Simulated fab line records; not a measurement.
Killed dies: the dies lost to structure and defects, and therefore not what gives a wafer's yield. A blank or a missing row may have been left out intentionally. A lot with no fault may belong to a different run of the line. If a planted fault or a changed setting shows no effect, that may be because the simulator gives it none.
The tool behind it: which one? ; flow n5Finfet ; 21 wafers from 7 lots sampled at 9 of the route's 1938 steps

== WHAT EACH GAUGE READ, for each wafer ==
N5_BEOL_M4_CD_MEAS_18: pitch 36 nm, target cd 18 nm.
lot;measured;on;cdNm (nm)
L438;day 9 06:29;cdSem-02;18.4 18.4 18.4
L440;day 10 13:55;cdSem-02;17.8 18.1 17.5
L446;day 11 11:13;cdSem-03;18.2 17.9 18.2
L444;day 12 00:14;cdSem-02;18.4 17.8 17.6
L445;day 12 11:55;cdSem-03;17.8 - 17.8
L457;day 14 10:00;cdSem-02;17.9 18.0 18.0
L460;day 14 16:01;cdSem-02;17.9 17.9 17.9

N5_BEOL_M4_OVL_MEAS_29.
lot;measured;on;V3_OVL (nm)
L438;day 9 06:58;overlay-02;-0.1 -0.1 -0.2
L440;day 10 18:52;overlay-01;-1.5 -1.6 -0.4
L446;day 11 11:35;overlay-01;-0.2 0.8 -0.8
L444;day 12 00:43;overlay-01;-0.8 -1.6 0.2
L445;day 12 12:24;overlay-01;-0.3 -0.7 -1.7
L457;day 14 10:21;overlay-02;0.5 -0.2 0.1
L460;day 14 16:22;overlay-02;0.3 -1.2 -0.5

N5_BEOL_M4_OCD_MEAS_38.
lot;measured;on;trenchDepthNm (nm)
L438;day 9 12:02;ocd-02;56.7 55.9 55.2
L440;day 10 23:30;ocd-02;55.6 55.4 56.2
L446;day 11 14:07;ocd-02;56.4 55.2 54.7
L444;day 12 07:27;ocd-01;56.7 55.4 55.4
L445;day 12 19:30;ocd-01;55.4 0.5 54.9
L457;day 15 07:19;ocd-02;55.6 55.6 55.5
L460;day 15 22:52;ocd-02;54.0 55.9 56.6

N5_BEOL_M4_CD_MEAS_35: target cd 18 nm, target cd y 22.4 nm.
lot;measured;on;cdNm (nm)
L438;day 9 12:11;cdSem-02;18.3 18.8 18.6
L440;day 10 23:39;cdSem-01;17.8 17.9 17.6
L446;day 11 14:17;cdSem-03;18.0 18.5 18.3
L444;day 12 07:36;cdSem-01;18.6 18.2 17.9
L445;day 12 19:39;cdSem-03;17.8 - 17.9
L457;day 15 07:28;cdSem-03;17.2 17.8 17.8
L460;day 15 23:02;cdSem-03;17.9 17.9 17.9

N5_BEOL_M4_RC_MEAS_101.
lot;measured;on;DIBL_N (mV/V);DIBL_P (mV/V);IOFF_N (nA/um);IOFF_P (nA/um);ION_N (uA/um);ION_P (uA/um);SS_N (mV/dec);SS_P (mV/dec);VT_N (mV);VT_P (mV)
L438;day 9 16:01;prober-01;37.5 35.9 38.6;39.1 37.5 39.9;0.192 0.160 0.207;0.226 0.197 0.241;680 668 680;463 456 462;71.9 72.6 72.0;73.8 73.5 74.5;248.0 251.8 244.1;-252 -254 -252
L440;day 11 04:32;prober-02;35.4 36.8 36.9;35.1 36.9 37.4;0.154 0.183 0.185;0.207 0.242 0.248;667 678 683;461 467 468;71.7 72.5 72.2;73.3 73.5 73.1;249.7 247.9 245.7;-248 -247 -248
L446;day 11 18:16;prober-01;36.0 36.3 35.6;37.5 38.4 37.4;0.148 0.157 0.148;0.199 0.213 0.197;669 664 672;454 455 457;71.9 72.2 71.7;73.9 74.1 73.5;252.7 249.3 252.7;-250 -252 -253
L444;day 12 12:07;prober-01;38.0 36.2 38.2;37.6 37.0 38.8;0.171 0.148 0.170;0.246 0.239 0.265;662 671 665;462 469 467;71.5 71.7 71.8;73.6 73.6 73.6;251.7 249.9 247.1;-245 -246 -246
L445;day 13 01:56;prober-02;37.0 37.6;35.6 36.7;0.130 0.149;0.205 0.218;664 666;461 463;71.1 70.4;73.8 73.6;253.9 248.0;-251 -250
L457;day 15 11:37;prober-01;36.1 37.0 35.9;37.2 37.9 37.1;0.149 0.164 0.144;0.219 0.234 0.219;661 681 662;463 468 458;71.4 71.4 71.4;73.3 73.8 73.0;254.1 250.1 251.0;-247 -246 -247
L460;day 16 06:34;prober-02;36.8 37.9 34.4;36.1 37.3 32.9;0.155 0.179 0.123;0.218 0.236 0.166;681 696 668;469 468 455;72.4 71.5 71.7;73.6 74.0 72.3;247.5 247.6 252.1;-249 -251 -254

== EACH LOT AND THE TOOL THAT RAN IT (in order: tool; ch and the chambers of the sampled wafers; start) ==
lot;N5_BEOL_M4_ETCH_63;N5_BEOL_M4_ETCH_64;N5_BEOL_M4_STRIP_66;N5_BEOL_M4_ETCHBACK_99
L438;rieDiel-04 ch 1,2,3, day 9 06:07;rieDiel-04 ch 1,2,3, day 9 06:08;rieDiel-04 ch 1,2,3, day 9 06:16;rieDiel-01 ch 1,2,3, day 9 11:38
L440;rieDiel-04 ch 0,3, day 10 13:32;rieDiel-04 ch 0,3, day 10 13:34;rieDiel-04 ch 0,3, day 10 13:41;rieDiel-04 ch 0,2,3, day 10 23:05
L446;rieDiel-04 ch 0,1, day 11 10:50;rieDiel-04 ch 0,1, day 11 10:52;rieDiel-04 ch 0,1, day 11 11:00;rieDiel-01 ch 1,2, day 11 13:43
L444;rieDiel-04 ch 1,2, day 11 23:50;rieDiel-04 ch 1,2, day 11 23:52;rieDiel-04 ch 1,2, day 12 00:00;rieDiel-01 ch 1,2,3, day 12 07:03
L445;rieDiel-04 ch 1,3, day 12 11:32;rieDiel-04 ch 1,3, day 12 11:34;rieDiel-04 ch 1,3, day 12 11:41;rieDiel-04 ch 1,3, day 12 18:55
L457;rieDiel-03 ch 1,2, day 14 09:37;rieDiel-03 ch 1,2, day 14 09:38;rieDiel-03 ch 1,2, day 14 09:47;rieDiel-04 ch 1,2, day 15 06:55
L460;rieDiel-03 ch 0,2, day 14 15:38;rieDiel-03 ch 0,2, day 14 15:40;rieDiel-03 ch 0,2, day 14 15:47;rieDiel-03 ch 1,2,3, day 15 22:27
- N5_BEOL_M4_ETCH_63: etches SiARC in CF4, target depth 15.6 nm, time 26 s.
- N5_BEOL_M4_ETCH_64: etches SOC in N2/H2, target depth 75 nm, overetch 22.5 nm, time 121.9 s.
- N5_BEOL_M4_STRIP_66: strips in CF4.
- N5_BEOL_M4_ETCHBACK_99: etches SiO2 in CHF3, target depth 5 nm, time 10.4 s.

== AS READ BY THE TOOLS THEMSELVES (means over the sampled wafers that have a number; for cases with no such wafer, the mark the record gives instead) ==
N5_BEOL_M4_ETCH_63.
lot;tool;cf4FlowSccm (sccm);drypumpMotorCurrentA (A);etchRfOnTimeS (s);oesProductAu (a.u.);rfVppV (V);showerheadPlenumPTorr (Torr);throttleValvePct (%)
L438;rieDiel-04;100.03;5.8;26.3;0.62;184.4;2.14;15.81
L440;rieDiel-04;99.80;5.9;26.0;0.60;183.9;2.15;15.67
L446;rieDiel-04;99.73;6.1;26.0;0.63;184.4;2.11;15.94
L444;rieDiel-04;99.78;5.6;26.7;0.60;183.1;2.07;15.97
L445;rieDiel-04;99.85;6.1;25.7;0.64;184.5;2.17;15.84
L457;rieDiel-03;99.88;5.4;25.4;0.73;184.4;2.22;15.60
L460;rieDiel-03;100.04;6.1;25.4;0.72;183.7;2.16;15.40

N5_BEOL_M4_ETCH_64.
lot;tool;drypumpMotorCurrentA (A);oesProductAu (a.u.);rfVppV (V);showerheadPlenumPTorr (Torr);throttleValvePct (%)
L438;rieDiel-04;5.8;0.56;523.3;2.53;18.00
L440;rieDiel-04;5.9;0.54;524.0;2.55;17.88
L446;rieDiel-04;6.1;0.56;522.8;2.50;18.18
L444;rieDiel-04;5.6;0.53;520.3;2.45;18.16
L445;rieDiel-04;6.1;0.62;524.0;2.56;18.06
L457;rieDiel-03;5.4;0.64;526.3;2.64;17.74
L460;rieDiel-03;6.1;0.63;524.1;2.56;17.57

N5_BEOL_M4_STRIP_66.
lot;tool;cf4FlowSccm (sccm);drypumpMotorCurrentA (A);oesProductAu (a.u.);rfVppV (V);showerheadPlenumPTorr (Torr);throttleValvePct (%)
L438;rieDiel-04;150.4;5.8;0.73;270.5;1.79;13.79
L440;rieDiel-04;149.7;5.9;0.70;271.9;1.80;13.68
L446;rieDiel-04;150.1;6.1;0.73;270.8;1.77;13.90
L444;rieDiel-04;150.1;5.6;0.70;270.7;1.73;13.96
L445;rieDiel-04;149.7;6.1;0.73;272.3;1.82;13.83
L457;rieDiel-03;149.9;5.4;0.83;272.3;1.87;13.57
L460;rieDiel-03;150.6;6.1;0.82;271.5;1.81;13.37

N5_BEOL_M4_ETCHBACK_99.
lot;tool;drypumpMotorCurrentA (A);oesProductAu (a.u.);rfVppV (V);showerheadPlenumPTorr (Torr);throttleValvePct (%)
L438;rieDiel-01;5.8;0.83;240.3;2.14;17.05
L440;rieDiel-04;5.7;0.68;239.9;2.10;17.25
L446;rieDiel-01;5.6;0.86;237.3;2.15;17.08
L444;rieDiel-01;5.8;0.81;240.1;2.13;17.09
L445;rieDiel-04;6.1;0.58;240.5;2.18;17.31
L457;rieDiel-04;5.9;0.81;242.2;2.20;17.33
L460;rieDiel-03;5.9;0.79;240.0;2.18;17.00

== THE ANSWER, worked out from the rows above alone ==
Rule: what is usual is taken from the lots themselves. The widest of any qualifying gaps counts: lots, ordered by their means at a reading, are off when they make up no more than a third of the lots, leave a main group of 4 or more, and stand apart from it by 3 or more times the standard deviation of that group's means. The tables above print the reading to a certain number of digits; a main group whose means all agree to those digits is not used. A lot without any number at a reading at which 4 lots or more have one is off too. The other lots that the step has rows for count as sound. Order of review: gauges by route order, followed by the tools' own readings, for which a lot's mean as printed above is used. At the first step where some lot is off, the reading lying furthest off is the one used; lots without a number count as furthest.
Off: L445 (N5_BEOL_M4_OCD_MEAS_38, trenchDepthNm). Mean 55.7 nm and standard deviation 0.18 in the main group.
A tool fits if, at a process step before that reading, it ran every lot that is off, and no sound lot after the first of them. Not tried: the gauges at N5_BEOL_M4_OCD_MEAS_38; whatever is off there is also off at N5_BEOL_M4_ETCHBACK_99, on other tools, and gauge error can't account for it. One fits: N5_BEOL_M4_ETCH_63 and N5_BEOL_M4_ETCH_64 and N5_BEOL_M4_STRIP_66 on rieDiel-04. At N5_BEOL_M4_ETCH_63 its last sound lot is L444 (day 11 23:50), its first lot that is off L445 (day 12 11:32): a fault that began between those two fits.

== WHAT HAD BEEN PUT IN BY THE SIMULATOR ==
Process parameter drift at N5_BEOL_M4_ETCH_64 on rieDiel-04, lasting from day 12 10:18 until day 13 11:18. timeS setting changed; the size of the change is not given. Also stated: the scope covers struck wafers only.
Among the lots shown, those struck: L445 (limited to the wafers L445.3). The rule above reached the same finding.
